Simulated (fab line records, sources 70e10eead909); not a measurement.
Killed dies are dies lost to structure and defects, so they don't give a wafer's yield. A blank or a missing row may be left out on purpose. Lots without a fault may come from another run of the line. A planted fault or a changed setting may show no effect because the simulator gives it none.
One fault seen from 3 desks | flow nand_harc | each desk has only its own numbers; what lay behind them comes last

THE TOOL OWNER'S DESK: pecvd_onon-03
The tool's own readings at NHARC_A_ONON_D1_DEP_03 (target thk 1000 nm): means of the sampled wafers that have a number, for each lot that ran on this tool. A lot is out of limits, marked OUT, if its mean lies more than 4 standard deviations from the usual mean; the brackets give that distance.
Columns: A = nh3_flow_sccm at NHARC_A_ONON_D1_DEP_03, usual 499.9 sccm; B = sih4_flow_sccm at NHARC_A_ONON_D1_DEP_03, usual 210.0 sccm
lot  | first seen here | A     | B
L447 | day 8 08:41     | 500.4 | 209.8
L459 | day 14 00:58    | 496.7 | 210.3
L462 | day 15 03:10    | 500.6 | 209.7
L466 | day 16 13:25    | 501.2 | 209.3
L467 | day 16 21:28    | 501.4 | 210.3
This desk's finding: nothing out of limits on any of the 5 lots.

THE DEFECT DESK
What the inspections along the route counted, lot by lot: means of the sampled wafers that have a number. A lot is out of limits, marked OUT, if its mean lies more than 4 standard deviations from the usual mean; the brackets give that distance.
Columns: A = raw_defect_count at NHARC_A_ZERO_WELL_INSPECT_17, usual 11
lot  | first seen here | A
L447 | day 7 13:05     | 16
L449 | day 8 13:46     | 19
L450 | day 9 00:57     | 15
L452 | day 9 18:08     | 16
L454 | day 11 01:54    | 18
L455 | day 11 07:02    | 18
L456 | day 11 09:23    | 14
L457 | day 11 23:58    | 6
L459 | day 12 23:19    | 7
L462 | day 14 04:13    | 8
L466 | day 15 16:04    | 13
L467 | day 16 00:26    | 14
L468 | day 16 14:06    | 11
This desk's finding: nothing out of limits on any of the 13 lots.

THE METROLOGY DESK
What the gauges read, lot by lot, whatever tool the lot ran on: means of the sampled wafers that have a number. A lot is out of limits, marked OUT, if its mean lies more than 4 standard deviations from the usual mean; the brackets give that distance.
Columns: A = thk_nm at NHARC_A_ONON_D1_THK_MEAS_05, usual 998 nm
lot  | first seen here | A
L447 | day 8 09:13     | 998
L449 | day 9 12:34     | 999
L450 | day 9 22:01     | 987
L452 | day 10 17:35    | 1007
L454 | day 11 23:10    | 1002
L456 | day 12 04:24    | 983
L455 | day 12 04:25    | 986
L457 | day 12 21:22    | 1005
L459 | day 14 01:29    | 1006
L462 | day 15 03:37    | 981
L466 | day 16 13:49    | 1502 (+50) OUT
L467 | day 16 21:58    | 1146 (+15) OUT
L468 | day 17 14:56    | 996
This desk's finding: out of limits on L466, L467; first on L466, day 16 13:49 (thk_nm at NHARC_A_ONON_D1_THK_MEAS_05). In limits: L447, L449, L450, L452, L454, L456, L455, L457, L459, L462, L468.

PUT TOGETHER
The metrology desk could have raised an alarm at day 16 13:49, on L466, L467.
The tool owner's desk saw nothing out of limits.
The defect desk saw nothing out of limits.
The tool owner's desk has L466, L467 on record, within its limits.
The defect desk has L466, L467 on record, within its limits.
Of the lots named, all ran NHARC_A_ONON_D1_DEP_03 on pecvd_onon-03.

WHAT THE SIMULATOR HAD PUT IN
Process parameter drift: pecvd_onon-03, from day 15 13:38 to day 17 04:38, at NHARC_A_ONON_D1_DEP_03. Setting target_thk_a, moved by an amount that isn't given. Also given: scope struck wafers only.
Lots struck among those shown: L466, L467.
Hours from the fault's start to each desk's first reading out of limits: the metrology desk, 24.
